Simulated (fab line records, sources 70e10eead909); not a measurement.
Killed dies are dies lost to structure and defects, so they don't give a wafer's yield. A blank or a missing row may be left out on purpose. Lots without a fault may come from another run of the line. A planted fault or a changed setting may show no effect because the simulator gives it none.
fab line records | flow nand_harc
record lots=6 wafers=18 last_day=33
route steps=1302 shown P_M2@320 END@1302
lots that met no fault: from a run of the same line without faults
start_h: hours from the record's first day to the start of the lot's first wafer shown | wait_h: hours since the lot's step before | " the same as in the row above | L1.1+2: a row that stands for several wafers | - no value, or no start given | * or withheld: withheld | < > ~ a bound
route shown NAME@n: a module of which the file shows steps, and the number in the route of the first | usual: mean/standard deviation of fault-free wafers | same: alike in all rows | chamber/n: place in a boat | sites: the reading at each site | _std_site: their standard deviation | _edge_site: outer sites' mean less inner sites' | radius_mm: how far each site lies from the wafer's centre | mask NAME#n: copy n | behind: the tool/chamber that last shaped the wafer | hold: why the lot was held/for how many hours/how that ended | device: the transistor (n, p or np) that didn't switch | end of line: the same wafers' tests at the end of the route | a step without rows: its recipe alone | killed: dies lost to structure and defects at the first sort, not the wafer's yield | map: a wafer's dies, x killed, . not, _ none there
set.NAME: the setting as run; set.NAME@STEP: as run at that earlier step | model.NAME: the simulator's own value behind a step, which no gauge read
lots at some steps of the route; a table a step, a row a wafer
services: from which hour (start_h, from the record's first day; less than 0 if before it) a tool's chamber was out of use, for how many hours, and why
## steps
# step NHARC_P_M2_HMDS_02
# recipe time_s=30
# step NHARC_P_M2_COAT_34
# recipe temp_c=200 time_s=65
# step NHARC_P_M2_COAT_03
# recipe spin_rpm=1500 resist_thk_nm=90
# step NHARC_P_M2_SOFTBAKE_04
# recipe temp_c=105 time_s=55
# step NHARC_P_M2_EBR_05
# step NHARC_P_M2_EXPOSE_06
# recipe na=1.35 target_cd_nm=170 dose_mj=80.78 mask_id=P_M2
# step NHARC_P_M2_PEB_07
# recipe peb_temp_c=100 peb_time_s=65
# step NHARC_P_M2_DEVELOP_08
# recipe develop_time_s=35 dev_temp_c=23
# step NHARC_P_M2_CD_MEAS_09
# recipe target_cd_nm=170 landing_energy_ev=500
# usual cd_nm=170.1/0.69
# columns lot.wafer tool chamber start_h wait_h cd_nm
L287.1 cd_sem-01 0 199.35 - 169.4
L287.2 " 0 " " 170.9
L287.6 " 0 " " 170.4
L289.2 cd_sem-03 0 211.32 - 169.9
L289.4 " 0 " " 170.3
L289.6 " 0 " " 170.4
L294.2 cd_sem-03 0 257.09 - 171.4
L294.3 " 0 " " 170.4
L294.4 " 0 " " 171.4
L293.1 cd_sem-02 0 257.90 - 171.0
L293.3 " 0 " " 171.3
L293.5 " 0 " " 169.7
L302.1 cd_sem-01 0 341.69 - 169.6
L302.2 " 0 " " 169.3
L302.4 " 0 " " 169.4
L304.1 cd_sem-02 0 356.50 - 169.0
L304.2 " 0 " " 170.1
L304.6 " 0 " " 168.4
# step NHARC_P_M2_OVL_MEAS_10
# recipe pitch_nm=340
# usual overlay_x_nm=0.0/0.88 overlay_y_nm=0.2/1.1
# columns lot.wafer tool chamber start_h wait_h overlay_x_nm overlay_y_nm
L287.1 overlay-01 - 199.44 - 1.3 0.3
L287.2 " - " " 1.7 -1.1
L287.6 " - " " 1.0 -0.6
L289.2 overlay-01 - 211.40 - -0.9 0.3
L289.4 " - " " -0.8 0.4
L289.6 " - " " -1.5 -0.6
L294.2 overlay-01 - 257.18 - -1.1 -0.6
L294.3 " - " " -1.1 -0.3
L294.4 " - " " -0.5 0.1
L293.1 overlay-01 - 257.99 - -0.3 0.6
L293.3 " - " " -1.3 0.7
L293.5 " - " " -1.0 1.2
L302.1 overlay-01 - 341.78 - -0.1 -0.1
L302.2 " - " " 0.0 0.2
L302.4 " - " " 0.2 0.3
L304.1 overlay-01 - 356.59 - -1.1 0.4
L304.2 " - " " -1.0 0.7
L304.6 " - " " -0.7 0.1
# step NHARC_P_M2_INSPECT_11
# usual raw_defect_count=4.4/2.7
# columns lot.wafer tool chamber start_h wait_h raw_defect_count
L287.1 defect_inspect-01 - 199.48 0.0 1
L287.2 " - " " 3
L287.6 " - " " 6
L289.2 defect_inspect-02 - 211.44 0.0 4
L289.4 " - " " 8
L289.6 " - " " 5
L294.2 defect_inspect-01 - 257.22 0.0 3
L294.3 " - " " 6
L294.4 " - " " 0
L293.1 defect_inspect-01 - 258.03 0.0 12
L293.3 " - " " 7
L293.5 " - " " 8
L302.1 defect_inspect-02 - 341.82 0.0 3
L302.2 " - " " 2
L302.4 " - " " 4
L304.1 defect_inspect-02 - 356.63 0.0 5
L304.2 " - " " 3
L304.6 " - " " 2
# step NHARC_P_M2_DESCUM_14
# recipe time_s=3 o2_flow_sccm=200 ar_flow_sccm=0 bias_power_w=0 chemistry=O2
# usual drypump_motor_current_A=5.6/0.44 oes_product_au=0.996/0.01 rf_vpp_V=57.8/0.91 showerhead_plenum_p_Torr=1.90/0.089 throttle_valve_pct=11.311/0.0099
# same bias_power_w=0
# columns lot.wafer tool chamber start_h wait_h drypump_motor_current_A oes_product_au rf_hours_counter_h rf_vpp_V showerhead_plenum_p_Torr throttle_valve_pct
L287.2 rie_diel-09 0 199.55 0.1 5.0 0.981 2.0 56.8 1.82 11.314
L287.1 " 1 " " 5.8 0.998 2.0 59.4 1.99 11.309
L287.6 " 2 " " 6.3 0.989 - 56.9 1.78 11.302
L289.2 rie_diel-09 2 211.52 0.1 6.2 0.984 2.1 56.7 1.78 11.286
L289.4 " 3 " " 5.6 0.994 2.3 59.1 1.97 11.314
L289.6 " 1 " " 5.8 0.991 - 57.4 1.99 11.316
L294.2 rie_diel-09 1 257.28 0.1 5.8 1.008 3.8 57.7 1.99 11.312
L294.3 " 0 " " 5.0 0.986 4.4 57.6 1.82 11.310
L294.4 " 0 " " 5.0 0.986 - 57.9 1.82 11.303
L293.3 rie_diel-09 2 258.09 0.1 6.2 0.993 4.6 59.3 1.78 11.323
L293.1 " 1 " " 5.8 1.005 3.9 58.2 1.99 11.310
L293.5 " 2 " " 6.2 0.983 - 58.3 1.78 11.316
L302.2 rie_diel-08 3 341.88 0.1 6.1 0.988 7.5 59.0 1.94 11.329
L302.1 " 0 " " 5.9 0.997 8.6 55.9 1.81 11.295
L302.4 " 2 " " 5.4 1.011 8.1 58.1 1.78 11.314
L304.1 rie_diel-02 0 356.69 0.1 5.3 1.004 7.5 58.0 2.00 11.319
L304.2 " 1 " " 5.7 0.979 6.8 58.4 1.94 11.328
L304.6 " 1 " " 5.6 0.979 - 58.0 1.94 11.302
# step NHARC_P_M2_ETCH_35
# recipe target_depth_a=400 overetch_a=120 time_s=43.94 ion_energy_ev=200 n2_flow_sccm=150 h2_flow_sccm=150 ar_flow_sccm=0 rf_w=400 bias_w=150 chemistry=N2/H2
# usual drypump_motor_current_A=5.5/0.43 oes_product_au=0.996/0.01 rf_vpp_V=430.2/2.7 showerhead_plenum_p_Torr=2.03/0.098 throttle_valve_pct=14.171/0.0083
# columns lot.wafer tool chamber start_h wait_h drypump_motor_current_A oes_product_au rf_hours_counter_h rf_vpp_V showerhead_plenum_p_Torr throttle_valve_pct
L287.2 rie_diel-09 1 199.63 0.1 5.8 1.005 2.0 434.2 2.12 14.174
L287.1 " 2 " " 6.3 0.993 1.9 425.4 1.90 14.181
L287.6 " 0 " " 5.0 0.985 - 428.0 1.93 14.166
L289.2 rie_diel-09 2 211.59 0.1 6.3 0.988 2.1 427.1 1.90 14.166
L289.4 " 0 " " 5.0 0.979 2.3 426.8 1.93 14.169
L289.6 " 1 " " 5.8 0.991 - 433.6 2.12 14.174
L294.2 rie_diel-09 1 257.38 0.1 5.8 0.884 3.8 431.9 2.12 14.177
L294.3 " 0 " " 5.0 0.862 4.4 428.0 1.93 14.171
L294.4 " 0 " " 5.0 0.867 - 427.6 1.93 14.179
L293.1 rie_diel-09 2 258.18 0.1 6.2 0.852 4.6 426.4 1.90 14.183
L293.3 " 0 " " 5.0 0.857 4.5 429.3 1.93 14.173
L293.5 " 2 " " 6.2 0.870 - 427.0 1.90 14.169
L302.1 rie_diel-08 0 341.97 0.1 5.9 0.997 8.6 428.2 1.93 14.171
L302.4 " 2 " " 5.4 1.006 8.1 427.7 1.90 14.161
L302.2 " 3 " " 6.1 0.991 7.5 432.2 2.07 14.161
L304.1 rie_diel-02 2 356.79 0.1 4.9 0.998 5.9 432.7 2.13 14.168
L304.2 " 3 " " 5.3 1.001 5.2 432.2 2.13 14.170
L304.6 " 1 " " 5.7 0.986 - 431.6 2.07 14.169
# step NHARC_P_M2_ETCH_15
# recipe target_depth_a=1825 time_s=91.2 c4f8_flow_sccm=withheld ar_flow_sccm=400 rf_w=600 bias_w=300 chemistry=C4F8/Ar
# usual oes_product_au=0.941/0.023 rf_vpp_V=440.6/2.9
# columns lot.wafer tool chamber start_h wait_h oes_product_au rf_hours_counter_h rf_vpp_V
L287.2 rie_diel-09 0 - - 0.955 2.1 437.6
L287.1 " 1 " " 0.977 2.0 443.8
L287.6 " 3 " " 0.963 - 443.0
L289.4 rie_diel-09 3 - - 0.972 2.3 442.0
L289.2 " 1 " " 0.966 2.2 443.3
L289.6 " 3 " " 0.977 - 442.9
L294.2 rie_diel-09 3 - - 0.924 4.7 440.9
L294.3 " 0 " " 0.906 4.5 438.3
L294.4 " 3 " " 0.911 - 442.6
L293.3 rie_diel-09 0 - - 0.959 4.5 437.7
L293.1 " 1 " " 0.975 3.9 442.8
L293.5 " 2 " " 0.939 - 436.4
L302.2 rie_diel-08 1 - - 0.924 9.2 437.9
L302.4 " 3 " " 0.926 7.5 441.5
L302.1 " 0 " " 0.932 8.6 438.0
L304.2 rie_diel-02 0 - - 0.925 7.6 444.0
L304.1 " 2 " " 0.923 6.0 444.7
L304.6 " 0 " " 0.935 - 444.1
# step NHARC_END_SORT_01
# recipe temp_c=25
# usual defect_limited_yield=91/3.1 killed_at_array=54/21 killed_at_other=0.9/1.1 killed_at_periphery=3.5/2.5 killed_dies=58/21 killed_open=3.3/1.9 killed_short=2.6/1.8 sort_bin_2_pct=3.0/1.4 sort_bin_3_pct=0.6/0.41 sort_bin_4_pct=4.9/1.7 sort_n_pass=619/21 sort_rim_yield_pct=92/4 sort_yield_pct=91/3.1
# same gross_dies=677 sort_bin_5_pct[%]=0 sort_bin_6_pct[%]=0 sort_bin_7_pct[%]=0 sort_bin_8_pct[%]=0 sort_rim_n_gross=106.00
# columns lot.wafer tool chamber start_h wait_h defect_limited_yield[%] killed_at_array killed_at_other killed_at_periphery killed_dies killed_open killed_short sort_bin_2_pct[%] sort_bin_3_pct[%] sort_bin_4_pct[%] sort_n_pass sort_rim_yield_pct[%] sort_yield_pct[%]
L287.1 prober-02 0 639.07 2.5 85 100 0 2 102 3 2 7.1 0.6 7.4 575 87 85
L287.2 prober-02 0 639.88 2.8 85 92 1 7 100 2 2 5.3 1.0 8.4 577 94 85
L287.6 prober-02 0 643.11 4.0 85 95 0 8 103 2 1 5.9 1.0 8.3 574 93 85
L289.2 prober-01 0 643.29 2.8 90 69 1 1 71 3 3 5.0 1.3 4.1 606 88 90
L289.4 prober-01 0 644.89 3.4 86 94 0 1 95 3 1 6.5 1.3 6.2 582 94 86
L289.6 prober-01 0 646.50 4.0 89 72 0 3 75 0 3 4.0 0.9 6.2 602 95 89
L293.1 prober-02 0 715.95 2.5 88 70 0 13 83 9 6 3.8 0.7 7.7 594 83 88
L293.3 prober-02 0 717.57 3.1 90 59 0 7 66 1 3 3.7 0.7 5.3 611 89 90
L293.5 prober-02 0 719.18 3.7 89 67 0 8 75 2 7 4.1 0.9 6.1 602 91 89
L302.1 prober-01 0 786.05 2.5 90 63 1 1 65 5 2 3.1 0.7 5.8 612 90 90
L302.2 prober-01 0 786.84 2.8 91 61 0 1 62 2 4 3.1 1.2 4.9 615 86 91
L302.4 prober-01 0 788.43 3.4 94 40 0 4 44 2 4 2.4 0.9 3.2 633 89 94
# killed by level:class
L287.1 A_CHANNEL_HOLE_D1:chamber_film_flake=36 A_CHANNEL_HOLE_D2:chamber_film_flake=34 A_SLIT:chamber_film_flake=19 A_CONTACT:chamber_film_flake=4 P_M2:chamber_film_flake=2 A_STAIRCASE:chamber_film_flake=2 A_ONON_D2:geometric_particle:open=1 A_CHANNEL_FILL_D2:geometric_particle:short=1
L287.2 A_CHANNEL_HOLE_D1:chamber_film_flake=31 A_CHANNEL_HOLE_D2:chamber_film_flake=31 A_SLIT:chamber_film_flake=20 P_M2:chamber_film_flake=5 A_STAIRCASE:chamber_film_flake=3 A_CONTACT:chamber_film_flake=3 P_GATE:geometric_particle:open=1 P_CONTACT:geometric_particle:open=1
L287.6 A_CHANNEL_HOLE_D2:chamber_film_flake=37 A_CHANNEL_HOLE_D1:chamber_film_flake=27 A_SLIT:chamber_film_flake=17 P_M2:chamber_film_flake=5 A_DECK1_JOINT:chamber_film_flake=3 A_STAIRCASE:chamber_film_flake=2 A_CONTACT:chamber_film_flake=2 A_DECK1_JOINT:geometric_particle:short=1
L289.2 A_CHANNEL_HOLE_D2:chamber_film_flake=24 A_CHANNEL_HOLE_D1:chamber_film_flake=18 A_SLIT:chamber_film_flake=16 A_CONTACT:chamber_film_flake=3 A_SOURCE_PLATE:geometric_particle:short=1 A_CHANNEL_FILL_D1:geometric_particle:open=1 A_DECK1_JOINT:geometric_particle:short=1 A_WL_FILL:geometric_particle:open=1
L289.4 A_CHANNEL_HOLE_D2:chamber_film_flake=31 A_CHANNEL_HOLE_D1:chamber_film_flake=29 A_SLIT:chamber_film_flake=26 A_STAIRCASE:chamber_film_flake=3 P_CONTACT:geometric_particle:open=1 A_CHANNEL_HOLE_D1:geometric_particle:open=1 A_ONON_D2:geometric_particle:open=1 A_CHANNEL_FILL_D2:geometric_particle:short=1
L289.6 A_CHANNEL_HOLE_D2:chamber_film_flake=27 A_SLIT:chamber_film_flake=23 A_CHANNEL_HOLE_D1:chamber_film_flake=16 A_ZERO_WELL:chamber_film_flake=2 P_M0:geometric_particle:short=1 A_WL_FILL:geometric_particle:short=1 A_BLC:geometric_particle:short=1 P_GATE:chamber_film_flake=1
L293.1 A_CHANNEL_HOLE_D1:chamber_film_flake=34 A_CHANNEL_HOLE_D2:chamber_film_flake=12 P_GATE:chamber_film_flake=4 A_WL_FILL:chamber_film_flake=4 A_M0:geometric_particle:open=3 P_M1:chamber_film_flake=3 A_ZERO_WELL:chamber_film_flake=3 A_STAIRCASE:chamber_film_flake=3
L293.3 A_CHANNEL_HOLE_D1:chamber_film_flake=27 A_CHANNEL_HOLE_D2:chamber_film_flake=21 P_GATE:chamber_film_flake=3 A_SLIT:chamber_film_flake=3 P_ZERO_WELL:chamber_film_flake=2 A_STAIRCASE:chamber_film_flake=2 P_M0:geometric_particle:short=1 A_CHANNEL_FILL_D1:geometric_particle:short=1
L293.5 A_CHANNEL_HOLE_D1:chamber_film_flake=31 A_CHANNEL_HOLE_D2:chamber_film_flake=17 A_WL_FILL:geometric_particle:short=3 P_M1:chamber_film_flake=3 A_STAIRCASE:chamber_film_flake=3 A_SLIT:chamber_film_flake=3 P_M0:geometric_particle:short=2 A_ONON_D2:geometric_particle:short=2
L302.1 A_CHANNEL_HOLE_D2:chamber_film_flake=25 A_SLIT:chamber_film_flake=17 A_CONTACT:chamber_film_flake=7 A_CHANNEL_HOLE_D1:chamber_film_flake=3 A_CHANNEL_FILL_D2:geometric_particle:open=2 A_WL_FILL:geometric_particle:open=2 A_CHANNEL_FILL_D2:chamber_film_flake=2 A_ONON_D2:geometric_particle:short=1
L302.2 A_CHANNEL_HOLE_D1:chamber_film_flake=17 A_SLIT:chamber_film_flake=14 A_CHANNEL_HOLE_D2:chamber_film_flake=12 A_CONTACT:chamber_film_flake=6 A_WL_FILL:geometric_particle:short=2 A_DECK1_JOINT:chamber_film_flake=2 A_STAIRCASE:chamber_film_flake=2 A_BLC:chamber_film_flake=2
L302.4 A_CHANNEL_HOLE_D2:chamber_film_flake=16 A_SLIT:chamber_film_flake=8 A_CONTACT:chamber_film_flake=6 A_CHANNEL_HOLE_D1:chamber_film_flake=4 P_STI:chamber_film_flake=2 P_CONTACT:geometric_particle:open=1 A_ONON_D1:geometric_particle:short=1 A_DECK1_JOINT:geometric_particle:short=1
## services
# columns tool chamber start_h hours kind
rie_diel-09 0 176.62 - clean
rie_diel-09 1 176.62 - clean
rie_diel-09 2 176.62 - clean
rie_diel-09 3 176.62 - clean
rie_diel-08 - 181.35 0.4 repair
rie_diel-08 - 190.80 9.0 pm
rie_diel-09 0 201.12 - clean
rie_diel-09 1 201.12 - clean
rie_diel-09 2 201.12 - clean
rie_diel-09 3 201.12 - clean
rie_diel-02 - 216.70 9.0 pm
rie_diel-09 1 216.74 9.8 repair
rie_diel-09 0 221.90 7.7 repair
rie_diel-09 2 225.62 - clean
rie_diel-09 3 225.62 - clean
rie_diel-02 3 226.03 13.4 repair
rie_diel-09 0 250.12 - clean
rie_diel-09 1 250.12 - clean
rie_diel-09 2 250.12 - clean
rie_diel-09 2 255.49 2.4 repair
rie_diel-09 - 318.29 0.4 repair
rie_diel-09 - 320.12 9.0 pm
rie_diel-02 3 331.62 13.3 repair
rie_diel-09 2 344.49 3.1 repair
## key
first_sign step=NHARC_P_M2_ETCH_35 reading=oes_product_au direction=down sigmas=13 usual=0.996 struck=0.865
effect none on later readings
met_at NHARC_P_M2_ETCH_35
struck_wafers L293.1,L293.3,L293.5,L294.2,L294.3,L294.4
onset_between 211.59 257.38
fault kind=process_parameter_drift tool=rie_diel-09 chamber=- onset_h=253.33 steps=NHARC_P_M2_ETCH_35 channel=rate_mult offset=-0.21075 shape=step end_h=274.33
